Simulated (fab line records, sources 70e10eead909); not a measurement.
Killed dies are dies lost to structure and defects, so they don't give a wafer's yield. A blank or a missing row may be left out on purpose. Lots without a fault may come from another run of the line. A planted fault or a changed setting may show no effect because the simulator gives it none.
fab line records | flow nand_harc
record lots=12 wafers=36 last_day=33
route steps=1302 shown A_M0@1148 END@1302
lots that met no fault: from a run of the same line without faults
start_h: hours from the record's first day to the start of the lot's first wafer shown | wait_h: hours since the lot's step before | " the same as in the row above | L1.1+2: a row that stands for several wafers | - no value, or no start given | * or withheld: withheld | < > ~ a bound
route shown NAME@n: a module of which the file shows steps, and the number in the route of the first | usual: mean/standard deviation of fault-free wafers | same: alike in all rows | chamber/n: place in a boat | sites: the reading at each site | _std_site: their standard deviation | _edge_site: outer sites' mean less inner sites' | radius_mm: how far each site lies from the wafer's centre | mask NAME#n: copy n | behind: the tool/chamber that last shaped the wafer | hold: why the lot was held/for how many hours/how that ended | device: the transistor (n, p or np) that didn't switch | end of line: the same wafers' tests at the end of the route | a step without rows: its recipe alone | killed: dies lost to structure and defects at the first sort, not the wafer's yield | map: a wafer's dies, x killed, . not, _ none there
set.NAME: the setting as run; set.NAME@STEP: as run at that earlier step | model.NAME: the simulator's own value behind a step, which no gauge read
steps of the route over a sample of lots; a table a step, a row a wafer
services: from which hour (start_h, from the record's first day; less than 0 if before it) a tool's chamber was out of use, for how many hours, and why
## steps
# step NHARC_A_M0_OVL_MEAS_10
# recipe pitch_nm=160
# usual overlay_x_nm=0.2/0.85 overlay_y_nm=-0.2/0.77
# columns lot.wafer tool chamber start_h wait_h overlay_x_nm overlay_y_nm
L578.1 overlay-01 - 540.04 - 0.2 0.1
L578.3 " - " " -0.3 0.4
L578.6 " - " " 0.1 0.1
L575.3 overlay-01 - 542.74 - -0.4 0.1
L575.5 " - " " -0.3 -0.6
L575.6 " - " " -0.7 -0.6
L577.1 overlay-02 - 543.19 - 0.1 -0.6
L577.4 " - " " 0.1 -1.0
L577.6 " - " " 0.2 -0.6
L586.1 overlay-01 - 628.06 - -0.4 -0.2
L586.3 " - " " -1.3 -0.2
L586.4 " - " " -0.6 -0.3
L587.2 overlay-02 - 647.67 - 1.2 -0.4
L587.3 " - " " 1.3 -0.2
L587.5 " - " " 0.9 -0.6
L589.1 overlay-02 - 664.76 - -1.6 -0.7
L589.2 " - " " -1.9 -0.4
L589.6 " - " " -0.7 -0.6
L590.2 overlay-02 - 665.03 - -0.7 -2.4
L590.5 " - " " -0.9 -1.8
L590.6 " - " " -0.4 -2.3
L592.1 overlay-01 - 700.35 - 0.9 -1.3
L592.5 " - " " 0.6 -1.3
L592.6 " - " " 0.7 -1.9
L591.2 overlay-02 - 703.55 - 0.6 1.3
L591.5 " - " " -0.1 0.9
L591.6 " - " " 0.7 1.2
L596.1 overlay-01 - 743.88 - 0.4 1.1
L596.2 " - " " 0.4 0.9
L596.4 " - " " 0.5 1.3
L597.1 overlay-02 - 744.40 - 0.0 0.1
L597.2 " - " " 0.9 -0.4
L597.6 " - " " 0.9 -0.2
L598.1 overlay-02 - 754.54 - -0.6 -1.3
L598.2 " - " " -0.7 -1.5
L598.5 " - " " -0.3 -1.0
# step NHARC_A_M0_DEGAS_28
# recipe temp_c=250 time_s=60
# usual heater_power_w=334/15
# columns lot.wafer tool chamber start_h wait_h heater_power_w
L578.3 pvd_sputter-02 - 541.07 - 330
L578.1 " - " " 346
L578.6 " - " " 324
L575.3 pvd_sputter-01 - 543.77 - 340
L575.5 " - " " 373
L575.6 " - " " 306
L577.1 pvd_sputter-02 - 544.21 - 335
L577.4 " - " " 333
L577.6 " - " " 340
L586.4 pvd_sputter-02 - 629.08 - 329
L586.3 " - " " 331
L586.1 " - " " 334
L587.3 pvd_sputter-03 - 648.71 - 328
L587.2 " - " " 322
L587.5 " - " " 327
L589.2 pvd_sputter-01 - 665.82 - 325
L589.1 " - " " 351
L589.6 " - " " 323
L590.2 pvd_sputter-02 - 666.10 - 345
L590.6 " - " " 339
L590.5 " - " " 336
L592.1 pvd_sputter-03 - 701.57 - 323
L592.6 " - " " 345
L592.5 " - " " 333
L591.2 pvd_sputter-02 - 704.60 - 343
L591.6 " - " " 337
L591.5 " - " " 354
L596.1 pvd_sputter-01 - 744.90 - 335
L596.4 " - " " 333
L596.2 " - " " 359
L597.2 pvd_sputter-03 - 745.41 - 334
L597.1 " - " " 337
L597.6 " - " " 334
L598.1 pvd_sputter-02 - 755.56 - 349
L598.2 " - " " 337
L598.5 " - " " 349
# step NHARC_A_M0_ECD_22
# recipe target_thk_a=4000 bath_temp_c=25 material=Cu
# columns lot.wafer tool chamber start_h wait_h
L578.1+3+6 ecd_cu-01 1,1,0 541.47 -
L575.3+5+6 ecd_cu-01 1,0,1 544.27 -
L577.1+4+6 ecd_cu-02 1,0,0 544.61 -
L586.1+3+4 ecd_cu-02 0,0,1 629.44 -
L587.2+3+5 ecd_cu-02 1,0,0 649.07 -
L589.2+1+6 ecd_cu-02 1,0,1 666.21 -
L590.2+5+6 ecd_cu-01 1,0,1 666.50 -
L592.1+5+6 ecd_cu-01 1,1,0 701.91 -
L591.2+5+6 ecd_cu-01 1,0,1 705.00 -
L596.1+2+4 ecd_cu-02 0,1,0 745.26 -
L597.2+1+6 ecd_cu-01 1,0,1 745.77 -
L598.2+1+5 ecd_cu-01 1,0,0 755.93 -
# step NHARC_A_M0_CMP_23
# recipe t_overpolish_s=20 target_thk_nm=113.75
# usual motor_current_A=11.6/1.2 time_to_endpoint_s=29.1/3
# columns lot.wafer tool chamber start_h wait_h motor_current_A time_to_endpoint_s
L578.3 cmp-03 0 542.24 - 11.9 27.8
L578.1 " 3 " " 11.3 27.8
L578.6 " 0 " " 12.2 28.0
L575.3 cmp-03 2 544.91 - 11.7 25.7
L575.5 " 0 " " 12.5 32.2
L575.6 " 1 " " 13.3 26.4
L577.4 cmp-01 3 545.31 - 10.4 28.5
L577.1 " 0 " " 9.7 27.7
L577.6 " 3 " " 10.5 27.8
L586.3 cmp-04 2 630.17 - 13.8 28.4
L586.1 " 3 " " 10.8 28.2
L586.4 " 1 " " 12.3 28.1
L587.3 cmp-03 3 649.80 - 11.7 14.4
L587.2 " 2 " " 11.3 30.6
L587.5 " 3 " " 11.8 13.8
L589.2 cmp-04 1 666.93 - 11.4 28.3
L589.1 " 3 " " 10.2 9.6
L589.6 " 1 " " 11.3 29.5
L590.2 cmp-03 1 667.30 - 12.8 28.9
L590.6 " 3 " " 11.8 28.5
L590.5 " 0 " " 12.6 31.5
L592.1 cmp-03 3 702.63 - 11.6 31.7
L592.6 " 3 " " 11.6 30.6
L592.5 " 0 " " 11.8 29.9
L591.2 cmp-04 3 705.67 - 10.3 27.9
L591.5 " 3 " " 10.2 25.8
L591.6 " 0 " " 12.3 26.3
L596.4 cmp-04 2 745.99 - 14.0 25.9
L596.1 " 3 " " 10.1 23.2
L596.2 " 1 " " 11.4 26.5
L597.1 cmp-03 2 746.50 - 11.7 32.5
L597.2 " 1 " " 13.5 30.7
L597.6 " 3 " " 11.5 35.4
L598.2 cmp-03 3 756.70 - 11.3 35.3
L598.1 " 0 " " 12.2 34.6
L598.5 " 1 " " 12.4 33.1
# step NHARC_A_M0_DEP_32
# recipe target_thk_a=300 temp_c=370 target_thk_nm=30 pressure_torr=3 flow_sccm=200 rf_w=450 material=SiCN
# usual heater_power_outer_w=324/49 heater_power_w=557/63
# columns lot.wafer tool chamber start_h wait_h heater_power_outer_w heater_power_w
L578.1 pecvd-03 2 542.90 0.1 343 547
L578.3 " 0 " " 391 634
L578.6 " 1 " " 236 450
L575.3 pecvd-04 2 545.47 0.1 343 584
L575.5 " 0 " " 271 469
L575.6 " 1 " " 270 477
L577.1 pecvd-03 1 545.89 0.1 247 467
L577.4 " 1 " " 252 459
L577.6 " 0 " " 406 669
L586.1 pecvd-03 2 630.81 0.1 396 614
L586.3 " 0 " " 313 570
L586.4 " 0 " " 326 577
L587.3 pecvd-01 2 650.41 0.1 325 552
L587.2 " 0 " " 343 544
L587.5 " 2 " " 320 561
L589.2 pecvd-01 2 667.55 0.1 351 602
L589.1 " 0 " " 385 608
L589.6 " 1 " " 351 595
L590.2 pecvd-04 2 667.91 0.1 337 568
L590.6 " 1 " " 326 573
L590.5 " 0 " " 306 543
L592.1 pecvd-04 1 703.29 0.1 327 567
L592.5 " 0 " " 284 490
L592.6 " 2 " " 325 550
L591.2 pecvd-03 1 706.33 0.1 227 448
L591.6 " 1 " " 227 438
L591.5 " 2 " " 364 606
L596.1 pecvd-04 0 746.65 0.1 279 508
L596.2 " 1 " " 245 474
L596.4 " 0 " " 278 500
L597.1 pecvd-04 1 747.16 0.1 299 534
L597.2 " 2 " " 363 614
L597.6 " 0 " " 332 578
L598.2 pecvd-01 1 757.27 0.1 306 555
L598.1 " 2 " " 362 639
L598.5 " 2 " " 377 691
# step NHARC_END_SORT_01
# recipe temp_c=25
# usual defect_limited_yield=92.5/2.5 killed_at_array=46/16 killed_at_other=0.9/1.3 killed_at_periphery=4.1/3 killed_dies=51/17 killed_open=3.5/1.8 killed_short=2.5/1.8 sort_bin_2_pct=2.6/1.1 sort_bin_3_pct=0.6/0.37 sort_bin_4_pct=4.4/1.4 sort_n_pass=626/17 sort_rim_yield_pct=88/4.6 sort_yield_pct=92.5/2.5
# same gross_dies=677 sort_bin_5_pct[%]=0 sort_bin_6_pct[%]=0 sort_bin_7_pct[%]=0 sort_bin_8_pct[%]=0 sort_rim_n_gross=106.00
# columns lot.wafer tool chamber start_h wait_h defect_limited_yield[%] killed_at_array killed_at_other killed_at_periphery killed_dies killed_open killed_short sort_bin_2_pct[%] sort_bin_3_pct[%] sort_bin_4_pct[%] sort_n_pass sort_rim_yield_pct[%] sort_yield_pct[%]
L575.3 prober-02 0 581.60 3.1 96.3 18 3 4 25 4 1 1.3 0.1 2.2 652 97 96.3
L575.5 prober-02 0 583.20 3.7 92.9 36 1 11 48 5 4 1.9 0.4 4.7 629 91 92.9
L575.6 prober-02 0 583.99 4.0 93.6 32 1 10 43 7 3 1.6 0.1 4.6 634 86 93.6
L587.5 prober-01 0 693.07 3.7 93.6 35 0 8 43 1 0 2.4 0.6 3.4 634 90 93.6
L589.1 prober-02 0 705.65 2.5 90.8 61 0 1 62 3 2 3.4 0.4 5.3 615 84 90.8
L589.2 prober-02 0 706.47 2.8 92.8 42 0 7 49 6 3 2.8 0.9 3.5 628 89 92.8
L589.6 prober-02 0 709.72 4.1 91.3 52 1 6 59 2 2 3.5 0.6 4.6 618 87 91.3
L590.2 prober-01 0 706.46 2.8 92.8 46 0 3 49 4 2 3.2 0.4 3.5 628 93 92.8
L590.5 prober-01 0 708.88 3.7 93.2 38 0 8 46 6 4 1.0 0.6 5.2 631 88 93.2
L590.6 prober-01 0 709.69 4.0 94.5 36 0 1 37 0 6 1.2 0.3 4.0 640 94 94.5
L592.1 prober-01 0 742.19 2.5 94.4 33 2 3 38 1 2 1.8 0.1 3.7 639 92 94.4
L592.5 prober-01 0 745.33 3.6 93.8 39 0 3 42 2 2 1.6 0.6 4.0 635 90 93.8
L592.6 prober-01 0 746.12 3.9 93.8 37 0 5 42 3 2 1.6 0.4 4.1 635 89 93.8
# killed by level:class
L575.3 A_CHANNEL_HOLE_D2:chamber_film_flake=6 A_STAIRCASE:chamber_film_flake=3 THIN_TSV:chamber_film_flake=3 P_M1:chamber_film_flake=2 P_BONDPAD:chamber_film_flake=2 A_SOURCE_PLATE:geometric_particle:open=1 A_ONON_D1:geometric_particle:open=1 A_WL_FILL:geometric_particle:open=1
L575.5 A_CHANNEL_HOLE_D2:chamber_film_flake=7 A_STAIRCASE:chamber_film_flake=6 A_CONTACT:chamber_film_flake=5 P_M1:chamber_film_flake=4 P_BONDPAD:chamber_film_flake=4 A_CHANNEL_FILL_D1:chamber_film_flake=3 A_WL_FILL:chamber_film_flake=3 A_ONON_D1:geometric_particle:open=2
L575.6 A_CHANNEL_HOLE_D2:chamber_film_flake=11 A_STAIRCASE:chamber_film_flake=6 A_CONTACT:chamber_film_flake=4 P_BONDPAD:chamber_film_flake=3 P_CONTACT:geometric_particle:open=2 A_CONTACT:geometric_particle:open=2 P_M1:chamber_film_flake=2 P_M1:geometric_particle:open=1
L587.5 A_CHANNEL_HOLE_D2:chamber_film_flake=17 A_CHANNEL_HOLE_D1:chamber_film_flake=9 P_M1:chamber_film_flake=7 A_WL_FILL:chamber_film_flake=5 A_M1:chamber_film_flake=3 A_M0:geometric_particle:open=1 P_ZERO_WELL:chamber_film_flake=1
L589.1 A_SLIT:chamber_film_flake=33 A_CHANNEL_HOLE_D1:chamber_film_flake=8 A_CONTACT:chamber_film_flake=4 A_BLC:chamber_film_flake=4 A_ZERO_WELL:chamber_film_flake=2 A_STAIRCASE:chamber_film_flake=2 A_WL_FILL:chamber_film_flake=2 A_ONON_D1:geometric_particle:open=1
L590.2 A_CHANNEL_HOLE_D2:chamber_film_flake=18 A_CHANNEL_HOLE_D1:chamber_film_flake=10 A_SLIT:chamber_film_flake=5 P_ZERO_WELL:chamber_film_flake=2 A_CHANNEL_FILL_D2:chamber_film_flake=2 A_SGD_CUT:chamber_film_flake=2 A_CONTACT:chamber_film_flake=2 A_ONON_D1:geometric_particle:open=1
L589.2 A_SLIT:chamber_film_flake=17 A_CHANNEL_HOLE_D1:chamber_film_flake=11 A_CONTACT:chamber_film_flake=5 P_GATE:geometric_particle:open=2 P_BONDPAD:chamber_film_flake=2 A_ZERO_WELL:chamber_film_flake=2 A_CHANNEL_FILL_D1:chamber_film_flake=2 P_GATE:geometric_particle:short=1
L590.5 A_CHANNEL_HOLE_D2:chamber_film_flake=19 P_GATE:chamber_film_flake=6 A_CHANNEL_HOLE_D1:chamber_film_flake=3 A_SLIT:chamber_film_flake=3 A_WL_FILL:geometric_particle:short=2 P_GATE:geometric_particle:open=1 A_ONON_D1:geometric_particle:short=1 A_CHANNEL_HOLE_D1:geometric_particle:open=1
L590.6 A_CHANNEL_HOLE_D2:chamber_film_flake=17 A_CHANNEL_HOLE_D1:chamber_film_flake=8 A_STAIRCASE:chamber_film_flake=3 A_WL_FILL:geometric_particle:short=2 A_CONTACT:chamber_film_flake=2 P_GATE:geometric_particle:short=1 A_ONON_D1:geometric_particle:short=1 A_CHANNEL_FILL_D1:geometric_particle:short=1
L589.6 A_SLIT:chamber_film_flake=25 A_CHANNEL_HOLE_D1:chamber_film_flake=9 A_CONTACT:chamber_film_flake=6 A_STAIRCASE:chamber_film_flake=4 P_ZERO_WELL:chamber_film_flake=2 P_BONDPAD:chamber_film_flake=2 A_CHANNEL_FILL_D1:chamber_film_flake=2 P_M0:geometric_particle:open=1
L592.1 A_CHANNEL_HOLE_D1:chamber_film_flake=8 A_CHANNEL_HOLE_D2:chamber_film_flake=8 A_STAIRCASE:chamber_film_flake=6 A_WL_FILL:chamber_film_flake=5 A_SLIT:chamber_film_flake=2 P_M1:geometric_particle:short=1 A_CHANNEL_HOLE_D2:geometric_particle:open=1 A_WL_FILL:geometric_particle:short=1
L592.5 A_STAIRCASE:chamber_film_flake=10 A_CHANNEL_HOLE_D2:chamber_film_flake=7 A_CHANNEL_HOLE_D1:chamber_film_flake=6 A_CONTACT:chamber_film_flake=4 A_WL_FILL:chamber_film_flake=3 A_WL_FILL:geometric_particle:short=2 A_M0:geometric_particle:open=2 A_SLIT:chamber_film_flake=2
L592.6 A_CHANNEL_HOLE_D1:chamber_film_flake=11 A_STAIRCASE:chamber_film_flake=8 A_SLIT:chamber_film_flake=7 P_GATE:chamber_film_flake=3 A_CHANNEL_HOLE_D2:chamber_film_flake=3 A_CONTACT:chamber_film_flake=3 P_M1:geometric_particle:open=1 A_SOURCE_PLATE:geometric_particle:short=1
## services
# columns tool chamber start_h hours kind
cmp-04 - 519.15 0.3 repair
pecvd-03 - 547.59 13.0 pm
cmp-03 - 552.18 1.8 repair
cmp-03 - 554.02 4.0 pm
cmp-04 - 578.54 0.4 repair
ecd_cu-02 - 596.44 8.0 pm
cmp-04 - 601.04 4.0 pm
pvd_sputter-02 - 614.35 11.4 repair
pvd_sputter-02 - 630.02 2.8 repair
pecvd-04 - 631.13 13.0 pm
cmp-04 - 636.89 0.8 repair
pvd_sputter-02 - 638.03 10.0 pm
cmp-03 - 652.02 4.0 pm
pecvd-03 - 665.23 0.6 repair
pvd_sputter-02 - 677.63 2.1 repair
ecd_cu-02 - 680.63 0.7 repair
ecd_cu-01 - 688.01 8.0 pm
cmp-04 - 699.04 4.0 pm
cmp-04 - 707.94 2.7 repair
cmp-04 - 711.69 1.1 repair
pecvd-03 - 717.71 3.2 repair
ecd_cu-02 - 730.07 1.7 repair
cmp-03 - 750.02 4.0 pm
pecvd-04 0 750.67 2.7 repair
## key
first_sign step=NHARC_A_M0_CMP_23 reading=time_to_endpoint_s direction=down sigmas=5.6 usual=* struck=*
effect none on later readings
met_at NHARC_A_M0_ECD_22
struck_lots L587,L589
struck_wafers L587.3,L587.5,L589.1
not_acting_at NHARC_A_M0_OVL_MEAS_10,NHARC_A_M0_DEGAS_28,NHARC_A_M0_DEP_32
onset_between 629.44 649.07
fault kind=process_parameter_drift tool=ecd_cu-02 chamber=0 onset_h=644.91 steps=NHARC_A_M0_ECD_22 channel=target_thk_a offset=* shape=step end_h=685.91 acts_in=* stated=*
